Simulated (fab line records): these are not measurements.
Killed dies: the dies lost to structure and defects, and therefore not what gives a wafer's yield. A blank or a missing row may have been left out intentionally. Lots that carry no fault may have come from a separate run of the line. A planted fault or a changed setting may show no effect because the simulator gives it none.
Matching of chambers | flow n5_finfet | rie_diel-01 running N5_MOL_CONTACT_COAG_VIA_ETCH_46: 4 sister chambers
The step etches SiO2 in C4F6/O2, target depth 46 nm, overetch 9.2 nm, time 40 s. 4 wafers are shown with their chamber, then 7 later ones without.

## WAFERS PAIRED WITH THEIR CHAMBERS
wafer  | chamber | rf_vpp_V (V)
L080.1 | 1       | 1619
L086.5 | 3       | 1604
L092.1 | 0       | 1570
L092.3 | 2       | 1554

## WAFERS MISSING THEIR CHAMBER
wafer  | rf_vpp_V (V)
L092.5 | 1617
L093.3 | 1571
L093.4 | 1603
L093.6 | 1618
L094.1 | 1571
L094.4 | 1617
L094.5 | 1570

## WHICH CHAMBER EACH ONE RAN IN
wafer  | from the rows above | in truth
L092.5 | 1                   | 1
L093.3 | 0                   | 0
L093.4 | 3                   | 3
L093.6 | 1                   | 1
L094.1 | 0                   | 0
L094.4 | 1                   | 1
L094.5 | 0                   | 0
Correct placement for 7 of the 7. From these rows, 0 cannot be placed. Wrongly placed: 0.
How it was worked out, from the rows above alone: a wafer's distance from a chamber is the root of the sum, over the readings, of the square of ((its reading less the chamber's mean) divided by the reading's scatter). The wafer belongs to the nearest chamber; if the next one is less than 2 further off, it can't be placed. The mean given for a chamber averages the wafers shown for that chamber. The scatter: with one shown wafer a chamber, the root of the mean of the squares of how far each hidden wafer lies from its nearest shown one.
